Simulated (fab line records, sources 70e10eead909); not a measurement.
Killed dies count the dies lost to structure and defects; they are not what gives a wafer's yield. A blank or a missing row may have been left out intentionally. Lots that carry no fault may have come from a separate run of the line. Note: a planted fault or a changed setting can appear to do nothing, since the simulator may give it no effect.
Struck lot and sound lot, side by side :: flow nand-harc :: 31 steps out of a route of 1159
Sound: these wafers, L478.2, L478.3, L478.6. Struck: wafer L482.1. (L482.5 of the same lot was not struck and is left out.) The cause comes at the end.
For every step that has rows: the tool of each side, followed by ch and its chambers, followed by its first start. Under that, the readings that differ: sound wafers :: struck wafers :: difference of the means :: sigmas: that difference in standard deviations of wafers without a fault.
alike: readings whose means differ by less than 2 such deviations, and words and numbers that are the same on both sides. not compared: withheld readings, readings that some wafer has no value for, bounds like >300 that may hide the same value, and numbers for which the record gives no deviation and whose values overlap.
Wherever a step has rows on one side only, a row that says differs or no value, or a row with sigmas, the two part there. Non-overlapping numbers with no deviation appear without sigmas and do not part them. A reading missing from all wafers of one side parts the sides only when that side holds two or more wafers.

NHARC_A_BLC_CD_MEAS_10 targets a cd of 100 nm.
  sound on cd-sem-03 ch 0, day 20 03:55; struck on cd-sem-02 ch 0, day 22 05:39
  alike: cd-nm
NHARC_A_BLC_OVL_MEAS_11:
  sound on overlay-02, day 20 03:59; struck on overlay-02, day 22 05:44
  alike: overlay-x-nm, overlay-y-nm
NHARC_A_BLC_INSPECT_12:
  sound on defect-inspect-02, day 20 04:02; struck on defect-inspect-01, day 22 05:46
  alike: raw-defect-count
then, 1 step without rows for these wafers: NHARC_A_BLC_DESCUM_15 (chemistry O2, time 3 s).
NHARC_A_BLC_ETCH_16: etches the open film in CF4, target depth 39 nm, time 65 s.
  sound on rie-diel-06 ch 0,1,3, day 20 04:11; struck on rie-diel-08 ch 1, day 22 05:56
reading: oes-product-au (a.u.)
sound: 1.005 1.005 0.993
struck: 0.986
difference: -0.015
sigmas: -2
  alike: cf4-flow-sccm, drypump-motor-current-A, mfc-ar-sccm, rf-vpp-V, showerhead-plenum-p-Torr, throttle-valve-pct
  not compared: rf-hours-counter-h
NHARC_A_BLC_ETCH_17: etches the open film in N2/H2, target depth 390 nm, time 609.38 s.
  sound on rie-diel-06 ch 0,2,3; struck on rie-diel-08 ch 1
  alike: drypump-motor-current-A, mfc-ar-sccm, oes-product-au, rf-vpp-V, showerhead-plenum-p-Torr, throttle-valve-pct
  not compared: rf-hours-counter-h
NHARC_A_BLC_ETCH_18: etches the open film in C4F8/O2/Ar, target depth 910 nm.
  sound on rie-diel-06 ch 0,1; struck on rie-diel-08 ch 1
  alike: oes-product-au, rf-vpp-V
  not compared: rf-hours-counter-h
NHARC_A_BLC_CD_MEAS_19:
  sound on cd-sem-02, day 20 05:03; struck on cd-sem-02, day 22 07:02
  alike: cd-nm
then, 4 steps without rows for these wafers: NHARC_A_BLC_STRIP_29 (strips in CF4); NHARC_A_BLC_STRIP_21 (strips in O2); NHARC_A_BLC_STRIP_22 (strips in post etch residue remover, time 600 s); NHARC_A_BLC_DEGAS_30 (time 60 s).
NHARC_A_BLC_PRE_CLEAN_31: time 15 s.
  sound on pvd-sputter-02, day 20 05:43; struck on pvd-sputter-02, day 22 07:50
NHARC_A_BLC_PVD_32: deposits Ti, target thk 5 nm, time 17.7 s.
  sound on pvd-sputter-02; struck on pvd-sputter-02
  alike: throttle-valve-pct
then, 2 steps without rows for these wafers: NHARC_A_BLC_ALD_23 (deposits TiN, target thk 3 nm, pulse time 1 s, ald cycles 150); NHARC_A_BLC_CVD_24 (deposits W, target thk 150 nm, time 434 s).
NHARC_A_BLC_CMP_25: polishes, t overpolish 30 s, target thk 150 nm.
  sound on cmp-04 ch 0,2,3, day 20 09:49; struck on cmp-02 ch 3, day 22 10:01
reading: edge-zone-pressure-frac
sound: 0.992 0.993 1.001
struck: 1.005
difference: +0.010
sigmas: +2
  alike: motor-current-A, overpolish-run-s, time-to-endpoint-s
then, 11 steps without rows for these wafers: NHARC_A_BLC_SRD_27; NHARC_A_M0_DEP_00 (deposits SiOC, target thk 150 nm); NHARC_A_M0_DEHYDRATE_01 (time 120 s); NHARC_A_M0_HMDS_02 (time 30 s); NHARC_A_M0_COAT_33 (time 65 s); NHARC_A_M0_COAT_03 (resist thk 90 nm); NHARC_A_M0_SOFTBAKE_04 (time 55 s); NHARC_A_M0_EBR_05; NHARC_A_M0_EXPOSE_06 (exposes mask A M0, target cd 80 nm); NHARC_A_M0_PEB_07 (peb time 65 s); NHARC_A_M0_DEVELOP_08 (develop time 35 s).
NHARC_A_M0_CD_MEAS_09 targets a cd of 80 nm.
  sound on cd-sem-01 ch 0, day 20 11:16; struck on cd-sem-03 ch 0, day 22 11:18
  alike: cd-nm
NHARC_A_M0_OVL_MEAS_10: pitch 160 nm.
  sound on overlay-02, day 20 11:21; struck on overlay-02, day 22 11:23
  alike: overlay-x-nm, overlay-y-nm
-- jump in the record: it breaks off in module A_M0 and resumes in module END (first step shown: number 1159 of the route), and 3 days separate the struck wafers' starts before and after --
NHARC_END_SORT_01:
  sound on prober-02 ch 0, day 22 07:11; struck on prober-01 ch 0, day 25 03:27
reading: killed-at-array
sound: 34 29 29
struck: 104
difference: +73
sigmas: +7

reading: killed-dies
sound: 37 31 32
struck: 108
difference: +75
sigmas: +7
  alike: killed-at-other, killed-at-periphery, killed-open, killed-short

WHERE THEY PART
Earliest at NHARC_A_BLC_ETCH_16; latest, in this record, at NHARC_END_SORT_01.

WHY: whatever the simulator had introduced
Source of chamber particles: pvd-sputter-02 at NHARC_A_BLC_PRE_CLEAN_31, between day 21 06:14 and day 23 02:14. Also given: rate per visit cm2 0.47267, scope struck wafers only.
